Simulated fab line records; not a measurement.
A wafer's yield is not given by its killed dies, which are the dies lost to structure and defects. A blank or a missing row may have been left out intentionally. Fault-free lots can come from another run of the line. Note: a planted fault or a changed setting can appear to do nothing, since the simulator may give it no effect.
Which tool did it? :: flow nandHarc :: 35 wafers from 12 lots sampled at 5 of the route's 1302 steps

WHAT THE GAUGES SHOWED, per wafer
NHARC_END_SORT_01. Usual: killedAtArray 58, standard deviation 18; killedAtOther 1.0, standard deviation 1.5; killedAtPeriphery 4, standard deviation 3.1; killedDies 64, standard deviation 18; killedOpen 3.4, standard deviation 1.9; killedShort 2.7, standard deviation 1.7.
lot: L383
measured: day 33 09:34
on: prober-02
killedAtArray: 672 663
killedAtOther: 1 6
killedAtPeriphery: 4 8
killedDies: 677 677
killedOpen: 2 5
killedShort: 4 4
flag: OFF

lot: L384
measured: day 33 09:34
on: prober-01
killedAtArray: 666 41 46
killedAtOther: 0 0 1
killedAtPeriphery: 11 12 9
killedDies: 677 53 56
killedOpen: 5 9 4
killedShort: 1 6 3
flag: OFF

lot: L385
measured: day 33 23:12
on: prober-01
killedAtArray: 669 675 70
killedAtOther: 0 0 0
killedAtPeriphery: 8 2 3
killedDies: 677 677 73
killedOpen: 4 0 3
killedShort: 3 4 5
flag: OFF

TOOL THAT RAN EACH LOT (tool first, then ch and the chambers of the sampled wafers, then the start)
lot: L363
NHARC_A_SLIT_DESCUM_14: rieDiel-07 ch 0,2,3, day 20 05:46
NHARC_A_SLIT_ETCH_17: harEtch-02 ch 0,1, day 20 07:01
NHARC_A_WL_FILL_ALD_02: aldMetal-01 ch 1,2, day 20 19:13
NHARC_A_WL_FILL_ETCHBACK_04: rieMetal-03 ch 1, day 20 20:01

lot: L366
NHARC_A_SLIT_DESCUM_14: rieDiel-03 ch 1,2,3, day 20 18:58
NHARC_A_SLIT_ETCH_17: harEtch-01 ch 0,1, day 20 21:50
NHARC_A_WL_FILL_ALD_02: aldMetal-01 ch 0,1,3, day 21 08:50
NHARC_A_WL_FILL_ETCHBACK_04: rieMetal-01 ch 0,1, day 21 09:39

lot: L367
NHARC_A_SLIT_DESCUM_14: rieDiel-03 ch 1,3, day 20 22:43
NHARC_A_SLIT_ETCH_17: harEtch-01 ch 0,1, day 21 04:13
NHARC_A_WL_FILL_ALD_02: aldMetal-04 ch 0,1,2, day 21 16:28
NHARC_A_WL_FILL_ETCHBACK_04: rieMetal-03 ch 0,1, day 21 17:19

lot: L369
NHARC_A_SLIT_DESCUM_14: rieDiel-05 ch 0,1,2, day 22 03:56
NHARC_A_SLIT_ETCH_17: harEtch-01 ch 0,1, day 22 08:34
NHARC_A_WL_FILL_ALD_02: aldMetal-02 ch 2,3, day 22 21:59
NHARC_A_WL_FILL_ETCHBACK_04: rieMetal-01 ch 0, day 22 22:51

lot: L374
NHARC_A_SLIT_DESCUM_14: rieDiel-07 ch 0,1,3, day 24 04:44
NHARC_A_SLIT_ETCH_17: harEtch-02 ch 0,1, day 24 05:59
NHARC_A_WL_FILL_ALD_02: aldMetal-02 ch 0,2,3, day 24 18:23
NHARC_A_WL_FILL_ETCHBACK_04: rieMetal-01 ch 0,1, day 24 19:12

lot: L375
NHARC_A_SLIT_DESCUM_14: rieDiel-05 ch 2,3, day 24 05:23
NHARC_A_SLIT_ETCH_17: harEtch-01 ch 0,1, day 24 07:38
NHARC_A_WL_FILL_ALD_02: aldMetal-04 ch 2,3, day 24 18:23
NHARC_A_WL_FILL_ETCHBACK_04: rieMetal-03 ch 0,1, day 24 19:10

lot: L373
NHARC_A_SLIT_DESCUM_14: rieDiel-07 ch 1,2,3, day 24 08:31
NHARC_A_SLIT_ETCH_17: harEtch-02 ch 0,1, day 24 10:02
NHARC_A_WL_FILL_ALD_02: aldMetal-01 ch 0,1,3, day 24 22:17
NHARC_A_WL_FILL_ETCHBACK_04: rieMetal-02 ch 0, day 24 23:05

lot: L372
NHARC_A_SLIT_DESCUM_14: rieDiel-05 ch 0,1,3, day 24 15:20
NHARC_A_SLIT_ETCH_17: harEtch-01 ch 0,1, day 24 16:35
NHARC_A_WL_FILL_ALD_02: aldMetal-01 ch 0,2,3, day 25 04:58
NHARC_A_WL_FILL_ETCHBACK_04: rieMetal-02 ch 0,1, day 25 05:49

lot: L380
NHARC_A_SLIT_DESCUM_14: rieDiel-05 ch 0,1, day 26 14:46
NHARC_A_SLIT_ETCH_17: harEtch-01 ch 0,1, day 26 16:52
NHARC_A_WL_FILL_ALD_02: aldMetal-04 ch 0,3, day 27 04:41
NHARC_A_WL_FILL_ETCHBACK_04: rieMetal-02 ch 0, day 27 05:29

lot: L383
NHARC_A_SLIT_DESCUM_14: rieDiel-05 ch 0,1, day 28 04:05
NHARC_A_SLIT_ETCH_17: harEtch-01 ch 0,1, day 28 05:21
NHARC_A_WL_FILL_ALD_02: aldMetal-04 ch 0,1, day 28 17:41
NHARC_A_WL_FILL_ETCHBACK_04: rieMetal-03 ch 0,1, day 28 18:32

lot: L384
NHARC_A_SLIT_DESCUM_14: rieDiel-07 ch 0,3, day 28 11:19
NHARC_A_SLIT_ETCH_17: harEtch-02 ch 0, day 28 15:05
NHARC_A_WL_FILL_ALD_02: aldMetal-04 ch 0,2,3, day 29 03:32
NHARC_A_WL_FILL_ETCHBACK_04: rieMetal-01 ch 1, day 29 04:16

lot: L385
NHARC_A_SLIT_DESCUM_14: rieDiel-03 ch 0,3, day 29 09:07
NHARC_A_SLIT_ETCH_17: harEtch-01 ch 0,1, day 29 10:22
NHARC_A_WL_FILL_ALD_02: aldMetal-04 ch 0,1,2, day 29 22:47
NHARC_A_WL_FILL_ETCHBACK_04: rieMetal-01 ch 0,1, day 29 23:50
- NHARC_A_SLIT_DESCUM_14: chemistry O2, time 3 s.
- NHARC_A_SLIT_ETCH_17: etches the open film in C4F8/O2/Ar, time 4254.5 s, target depth 20300 nm.
- NHARC_A_WL_FILL_ALD_02: deposits TiN, target thk 2 nm, pulse time 3 s, ald cycles 100.
- NHARC_A_WL_FILL_ETCHBACK_04: etches the open film in NF3, target depth 60 nm, time 120 s.

AS READ BY THE TOOLS THEMSELVES (means over the sampled wafers that have a number; for cases with no such wafer, the mark the record gives instead)
NHARC_A_SLIT_DESCUM_14. Usual: drypumpMotorCurrentA 5.8 A, standard deviation 0.45; oesProductAu 1.002 a.u., standard deviation 0.0092; rfVppV 57.9 V, standard deviation 0.88; showerheadPlenumPTorr 1.92 Torr, standard deviation 0.085; throttleValvePct 11.314 %, standard deviation 0.0086.
lot: L363
tool: rieDiel-07
drypumpMotorCurrentA (A): 5.6
oesProductAu (a.u.): 1.002
rfVppV (V): 58.7
showerheadPlenumPTorr (Torr): 2.00
throttleValvePct (%): 11.322
flag: 

lot: L366
tool: rieDiel-03
drypumpMotorCurrentA (A): 5.7
oesProductAu (a.u.): 0.992
rfVppV (V): 57.9
showerheadPlenumPTorr (Torr): 1.84
throttleValvePct (%): 11.309
flag: 

lot: L367
tool: rieDiel-03
drypumpMotorCurrentA (A): 5.4
oesProductAu (a.u.): 1.003
rfVppV (V): 57.6
showerheadPlenumPTorr (Torr): 1.85
throttleValvePct (%): 11.318
flag: 

lot: L369
tool: rieDiel-05
drypumpMotorCurrentA (A): 5.9
oesProductAu (a.u.): 1.009
rfVppV (V): 58.4
showerheadPlenumPTorr (Torr): 1.93
throttleValvePct (%): 11.318
flag: 

lot: L374
tool: rieDiel-07
drypumpMotorCurrentA (A): 5.7
oesProductAu (a.u.): 1.007
rfVppV (V): 58.9
showerheadPlenumPTorr (Torr): 2.02
throttleValvePct (%): 11.299
flag: 

lot: L375
tool: rieDiel-05
drypumpMotorCurrentA (A): 6.1
oesProductAu (a.u.): 0.995
rfVppV (V): 57.9
showerheadPlenumPTorr (Torr): 1.89
throttleValvePct (%): 11.306
flag: 

lot: L373
tool: rieDiel-07
drypumpMotorCurrentA (A): 5.8
oesProductAu (a.u.): 1.007
rfVppV (V): 58.4
showerheadPlenumPTorr (Torr): 2.01
throttleValvePct (%): 11.318
flag: 

lot: L372
tool: rieDiel-05
drypumpMotorCurrentA (A): 5.9
oesProductAu (a.u.): 1.013
rfVppV (V): 57.8
showerheadPlenumPTorr (Torr): 1.86
throttleValvePct (%): 11.313
flag: 

lot: L380
tool: rieDiel-05
drypumpMotorCurrentA (A): 6.0
oesProductAu (a.u.): 0.996
rfVppV (V): 57.7
showerheadPlenumPTorr (Torr): 1.89
throttleValvePct (%): 11.312
flag: 

lot: L383
tool: rieDiel-05
drypumpMotorCurrentA (A): 5.9
oesProductAu (a.u.): 0.996
rfVppV (V): 58.1
showerheadPlenumPTorr (Torr): 1.88
throttleValvePct (%): 11.322
flag: 

lot: L384
tool: rieDiel-07
drypumpMotorCurrentA (A): 5.6
oesProductAu (a.u.): 1.018
rfVppV (V): 57.9
showerheadPlenumPTorr (Torr): 2.01
throttleValvePct (%): 11.317
flag: 

lot: L385
tool: rieDiel-03
drypumpMotorCurrentA (A): 5.7
oesProductAu (a.u.): 1.005
rfVppV (V): 58.6
showerheadPlenumPTorr (Torr): 1.85
throttleValvePct (%): 11.311
flag: 

NHARC_A_SLIT_ETCH_17. Usual: c4f8FlowSccm 83.35 sccm, standard deviation 0.25; drypumpMotorCurrentA 5.6 A, standard deviation 0.56; showerheadPlenumPTorr 3.63 Torr, standard deviation 0.14; throttleValvePct 32.046 %, standard deviation 0.0088.
lot: L363
tool: harEtch-02
c4f8FlowSccm (sccm): 83.61
drypumpMotorCurrentA (A): 6.0
showerheadPlenumPTorr (Torr): 3.72
throttleValvePct (%): 32.039
flag: 

lot: L366
tool: harEtch-01
c4f8FlowSccm (sccm): 83.76
drypumpMotorCurrentA (A): 5.0
showerheadPlenumPTorr (Torr): 3.61
throttleValvePct (%): 32.045
flag: 

lot: L367
tool: harEtch-01
c4f8FlowSccm (sccm): 83.05
drypumpMotorCurrentA (A): 5.4
showerheadPlenumPTorr (Torr): 3.56
throttleValvePct (%): 32.040
flag: 

lot: L369
tool: harEtch-01
c4f8FlowSccm (sccm): 83.36
drypumpMotorCurrentA (A): 5.4
showerheadPlenumPTorr (Torr): 3.55
throttleValvePct (%): 32.056
flag: 

lot: L374
tool: harEtch-02
c4f8FlowSccm (sccm): 83.23
drypumpMotorCurrentA (A): 6.0
showerheadPlenumPTorr (Torr): 3.69
throttleValvePct (%): 32.046
flag: 

lot: L375
tool: harEtch-01
c4f8FlowSccm (sccm): 83.56
drypumpMotorCurrentA (A): 5.4
showerheadPlenumPTorr (Torr): 3.53
throttleValvePct (%): 32.050
flag: 

lot: L373
tool: harEtch-02
c4f8FlowSccm (sccm): 83.34
drypumpMotorCurrentA (A): 6.1
showerheadPlenumPTorr (Torr): 3.69
throttleValvePct (%): 32.046
flag: 

lot: L372
tool: harEtch-01
c4f8FlowSccm (sccm): 83.28
drypumpMotorCurrentA (A): 5.4
showerheadPlenumPTorr (Torr): 3.53
throttleValvePct (%): 32.053
flag: 

lot: L380
tool: harEtch-01
c4f8FlowSccm (sccm): 83.39
drypumpMotorCurrentA (A): 5.4
showerheadPlenumPTorr (Torr): 3.52
throttleValvePct (%): 32.051
flag: 

lot: L383
tool: harEtch-01
c4f8FlowSccm (sccm): 83.25
drypumpMotorCurrentA (A): 5.2
showerheadPlenumPTorr (Torr): 3.53
throttleValvePct (%): 32.043
flag: 

lot: L384
tool: harEtch-02
c4f8FlowSccm (sccm): 83.44
drypumpMotorCurrentA (A): 6.1
showerheadPlenumPTorr (Torr): 3.85
throttleValvePct (%): 32.049
flag: 

lot: L385
tool: harEtch-01
c4f8FlowSccm (sccm): 83.44
drypumpMotorCurrentA (A): 5.4
showerheadPlenumPTorr (Torr): 3.50
throttleValvePct (%): 32.043
flag: 

NHARC_A_WL_FILL_ALD_02. Usual: heaterPowerW 1066 W, standard deviation 140; precursorPulseHeightRel 0.999, standard deviation 0.02; susceptorTempC 450.00 C, standard deviation 0.22.
lot: L363
tool: aldMetal-01
heaterPowerW (W): 1035
precursorPulseHeightRel: 0.996
susceptorTempC (C): 449.86
flag: 

lot: L366
tool: aldMetal-01
heaterPowerW (W): 1043
precursorPulseHeightRel: 0.982
susceptorTempC (C): 449.98
flag: 

lot: L367
tool: aldMetal-04
heaterPowerW (W): 1045
precursorPulseHeightRel: 1.015
susceptorTempC (C): 449.76
flag: 

lot: L369
tool: aldMetal-02
heaterPowerW (W): 1141
precursorPulseHeightRel: 0.990
susceptorTempC (C): 450.07
flag: 

lot: L374
tool: aldMetal-02
heaterPowerW (W): 1063
precursorPulseHeightRel: 0.988
susceptorTempC (C): 449.95
flag: 

lot: L375
tool: aldMetal-04
heaterPowerW (W): 1251
precursorPulseHeightRel: 1.019
susceptorTempC (C): -
flag: OFF

lot: L373
tool: aldMetal-01
heaterPowerW (W): 1061
precursorPulseHeightRel: 1.012
susceptorTempC (C): 449.95
flag: 

lot: L372
tool: aldMetal-01
heaterPowerW (W): 1027
precursorPulseHeightRel: 1.008
susceptorTempC (C): -
flag: OFF

lot: L380
tool: aldMetal-04
heaterPowerW (W): 1079
precursorPulseHeightRel: 1.008
susceptorTempC (C): -
flag: OFF

lot: L383
tool: aldMetal-04
heaterPowerW (W): 1000
precursorPulseHeightRel: 0.990
susceptorTempC (C): 450.16
flag: 

lot: L384
tool: aldMetal-04
heaterPowerW (W): 1180
precursorPulseHeightRel: 0.992
susceptorTempC (C): 450.01
flag: 

lot: L385
tool: aldMetal-04
heaterPowerW (W): 1067
precursorPulseHeightRel: 0.996
susceptorTempC (C): 450.17
flag: 

NHARC_A_WL_FILL_ETCHBACK_04. Usual: drypumpMotorCurrentA 5.7 A, standard deviation 0.43; oesProductAu 0.999 a.u., standard deviation 0.0082.
lot: L363
tool: rieMetal-03
drypumpMotorCurrentA (A): 5.6
oesProductAu (a.u.): 1.010
flag: 

lot: L366
tool: rieMetal-01
drypumpMotorCurrentA (A): 5.6
oesProductAu (a.u.): 1.005
flag: 

lot: L367
tool: rieMetal-03
drypumpMotorCurrentA (A): 5.6
oesProductAu (a.u.): 0.999
flag: 

lot: L369
tool: rieMetal-01
drypumpMotorCurrentA (A): 5.5
oesProductAu (a.u.): 1.002
flag: 

lot: L374
tool: rieMetal-01
drypumpMotorCurrentA (A): 5.6
oesProductAu (a.u.): 1.011
flag: 

lot: L375
tool: rieMetal-03
drypumpMotorCurrentA (A): 5.6
oesProductAu (a.u.): 0.997
flag: 

lot: L373
tool: rieMetal-02
drypumpMotorCurrentA (A): 5.4
oesProductAu (a.u.): 1.009
flag: 

lot: L372
tool: rieMetal-02
drypumpMotorCurrentA (A): 5.8
oesProductAu (a.u.): 0.998
flag: 

lot: L380
tool: rieMetal-02
drypumpMotorCurrentA (A): 5.3
oesProductAu (a.u.): 0.997
flag: 

lot: L383
tool: rieMetal-03
drypumpMotorCurrentA (A): 5.6
oesProductAu (a.u.): 0.996
flag: 

lot: L384
tool: rieMetal-01
drypumpMotorCurrentA (A): 5.8
oesProductAu (a.u.): 1.004
flag: 

lot: L385
tool: rieMetal-01
drypumpMotorCurrentA (A): 5.6
oesProductAu (a.u.): 0.999
flag: 

THE ANSWER, worked out from the rows above alone
Rule: a lot is off if the mean of its wafers that have a number lies more than 3 standard deviations from the usual mean. A lot without any number at a reading at which 4 lots or more have one is off too. The other lots that the step has rows for count as sound. Order of review: gauges by route order, followed by the tools' own readings, for which a lot's mean as printed above is used. The first step at which some lot is off is used, and at that step the reading that is off furthest; a lot without a number counts as furthest.
Off: L383, L384, L385, at NHARC_END_SORT_01 (killedDies). Neither off nor sound, because the step has no rows for them: L363, L366, L367, L369, L374, L375, L373, L372, L380.
If a tool, at a process step before that reading, ran all the lots that are off and no sound lot after the first of them, it fits. The gauges at NHARC_END_SORT_01 are tried like those tools. One fits: NHARC_A_WL_FILL_ALD_02 on aldMetal-04. It ran no sound lot before its first lot that is off in this sample, so the start can't be narrowed down.

WHAT THE SIMULATOR PUT IN
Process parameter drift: aldMetal-04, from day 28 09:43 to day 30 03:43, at NHARC_A_WL_FILL_ALD_02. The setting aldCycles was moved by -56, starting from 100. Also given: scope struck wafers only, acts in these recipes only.
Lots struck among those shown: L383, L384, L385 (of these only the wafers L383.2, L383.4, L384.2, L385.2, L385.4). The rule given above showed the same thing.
